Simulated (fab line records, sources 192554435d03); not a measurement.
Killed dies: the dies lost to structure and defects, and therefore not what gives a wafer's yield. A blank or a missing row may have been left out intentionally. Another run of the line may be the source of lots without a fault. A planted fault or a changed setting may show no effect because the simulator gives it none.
Matching of chambers ; flow n5_finfet ; 4 sister chambers for N5_BEOL_M11_STRIP_67 on rie_diel-05
The step strips in CF4. 8 wafers are shown with their chamber, then 8 later ones without.

== WAFERS WITH THEIR CHAMBER ==
wafer;chamber;showerhead_plenum_p_Torr (Torr);throttle_valve_pct (%)
L075.2;2;1.77;13.71
L076.5;1;1.79;13.40
L078.5;2;1.76;13.72
L078.6;1;1.78;13.40
L084.2;0;1.90;13.48
L084.4;3;1.76;13.78
L084.6;0;1.90;13.47
L089.2;3;1.76;13.79

== WAFERS MISSING THEIR CHAMBER ==
wafer;showerhead_plenum_p_Torr (Torr);throttle_valve_pct (%)
L089.3;1.78;13.43
L089.5;1.78;13.43
L092.1;1.89;13.51
L092.2;1.78;13.46
L092.3;1.76;13.82
L094.1;1.78;13.48
L094.5;1.78;13.45
L094.6;1.76;13.21

== EACH ONE'S CHAMBER ==
wafer;from the rows above;in truth
L089.3;1;1
L089.5;1;1
L092.1;0;0
L092.2;1;1
L092.3;3;3
L094.1;1;1
L094.5;1;1
L094.6;1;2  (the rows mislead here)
7 of 8 placed correctly. Can't be placed from these rows: 0. Placed wrongly: 1.
How it was worked out, from the rows above alone: a wafer's distance from a chamber is the root of the sum, over the readings, of the square of ((its reading less the chamber's mean) divided by the reading's scatter). The wafer belongs to the nearest chamber; if the next one is less than 2 further off, it can't be placed. A chamber's mean is the mean of its shown wafers. The scatter: take each reading less its chamber's mean, square it, sum over the shown wafers, divide by the number of wafers less the number of chambers, and take the root.
